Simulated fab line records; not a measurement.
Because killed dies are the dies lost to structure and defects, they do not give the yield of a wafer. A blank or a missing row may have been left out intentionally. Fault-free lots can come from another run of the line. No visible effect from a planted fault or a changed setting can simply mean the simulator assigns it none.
Which tool is to blame?	flow nand_harc	Sampling: 14 lots, 42 wafers, 3 of 1302 route steps

WHAT THE GAUGES READ, wafer by wafer
NHARC_A_SOURCE_PLATE_THK_MEAS_06: measures by ellipsometry.
lot	measured	on	thk_nm (nm)
L465	day 7 20:51	film_metro-01	202.2 204.3 201.3
L466	day 8 07:22	film_metro-02	196.6 198.4 198.6
L468	day 9 00:10	film_metro-02	200.5 201.4 201.5
L469	day 9 09:11	film_metro-02	200.6 200.9 202.3
L472	day 10 10:54	film_metro-02	203.6 201.9 199.8
L474	day 11 08:22	film_metro-02	199.6 199.7 201.0
L475	day 11 13:40	film_metro-01	201.8 201.7 203.7
L478	day 13 03:07	film_metro-01	199.1 201.9 200.3
L479	day 13 21:32	film_metro-02	202.1 201.5 200.7
L480	day 14 06:51	film_metro-02	200.9 202.8 202.1
L482	day 14 17:31	film_metro-02	200.1 201.8 201.7
L484	day 15 09:51	film_metro-02	200.4 203.2 202.6
L487	day 16 21:06	film_metro-01	197.3 193.3 196.6
L488	day 17 11:14	film_metro-02	196.0 198.9 199.2

NHARC_A_ONON_D1_THK_MEAS_30: measures by ellipsometry.
lot	measured	on	thk_nm (nm)
L465	day 8 10:11	film_metro-01	1010 1009 1010
L466	day 8 21:10	film_metro-02	998 998 999
L468	day 9 13:00	film_metro-02	1002 1000 1000
L469	day 9 22:25	film_metro-01	1006 1005 1006
L472	day 10 22:16	film_metro-02	995 995 995
L474	day 11 21:25	film_metro-02	709 709 709 709 711 709
L475	day 12 06:19	film_metro-02	703 701 702 702 702 704
L478	day 13 16:10	film_metro-01	995 995 995
L479	day 14 13:05	film_metro-02	994 993 996
L480	day 14 20:42	film_metro-02	1004 1004 1005
L482	day 15 06:29	film_metro-01	989 988 988
L484	day 15 23:07	film_metro-01	1010 1011 1011
L487	day 17 10:04	film_metro-01	1011 1010 1011
L488	day 18 00:11	film_metro-01	993 991 994

TOOL THAT RAN EACH LOT (tool first, then ch and the chambers of the sampled wafers, then the start)
lot	NHARC_A_ONON_D1_DEP_28
L465	pecvd_onon-04 ch 0, day 8 09:40
L466	pecvd_onon-03 ch 0, day 8 20:40
L468	pecvd_onon-04 ch 0, day 9 12:30
L469	pecvd_onon-01 ch 0, day 9 21:58
L472	pecvd_onon-04 ch 0, day 10 21:49
L474	pecvd_onon-04 ch 0, day 11 20:58
L475	pecvd_onon-04 ch 0, day 12 05:48
L478	pecvd_onon-03 ch 0, day 13 15:43
L479	pecvd_onon-04 ch 0, day 14 12:37
L480	pecvd_onon-04 ch 0, day 14 20:14
L482	pecvd_onon-04 ch 0, day 15 06:02
L484	pecvd_onon-04 ch 0, day 15 22:37
L487	pecvd_onon-03 ch 0, day 17 09:34
L488	pecvd_onon-04 ch 0, day 17 23:41
- NHARC_A_ONON_D1_DEP_28: target thk 1000 nm.

WHAT THE TOOLS THEMSELVES READ (means of the sampled wafers that have a number; where no wafer has one, the mark that the record gives instead)
NHARC_A_ONON_D1_DEP_28.
lot	tool	n2_flow_sccm (sccm)
L465	pecvd_onon-04	2755
L466	pecvd_onon-03	2749
L468	pecvd_onon-04	2741
L469	pecvd_onon-01	2755
L472	pecvd_onon-04	2754
L474	pecvd_onon-04	2755
L475	pecvd_onon-04	2751
L478	pecvd_onon-03	2748
L479	pecvd_onon-04	2757
L480	pecvd_onon-04	2744
L482	pecvd_onon-04	2754
L484	pecvd_onon-04	2753
L487	pecvd_onon-03	2750
L488	pecvd_onon-04	2743

THE ANSWER, worked out from the rows above alone
Rule: the usual values come from the lots themselves. The widest of any qualifying gaps counts: lots, ordered by their means at a reading, are off when they make up no more than a third of the lots, leave a main group of 4 or more, and stand apart from it by 3 or more times the standard deviation of that group's means. If all means in a main group match to the digits the tables above print for the reading, that group is not used. Also off: a lot with no number at a reading for which 4 or more lots have one. Where the step has rows for the other lots, those lots are counted as sound. First the gauges in route order, then the tools' own readings, where a lot's mean is used as printed above. The first step at which some lot is off is used, and at that step the reading that is off furthest; a lot without a number counts as furthest.
Off at NHARC_A_ONON_D1_THK_MEAS_30 (thk_nm): L474, L475. Mean 1000 nm and standard deviation 7.3 in the main group.
If a tool, at a process step before that reading, ran all the lots that are off and no sound lot after the first of them, it fits. The gauges at NHARC_A_ONON_D1_THK_MEAS_30 are tried like those tools. No candidate that was tried fits.

WHAT THE SIMULATOR PUT IN
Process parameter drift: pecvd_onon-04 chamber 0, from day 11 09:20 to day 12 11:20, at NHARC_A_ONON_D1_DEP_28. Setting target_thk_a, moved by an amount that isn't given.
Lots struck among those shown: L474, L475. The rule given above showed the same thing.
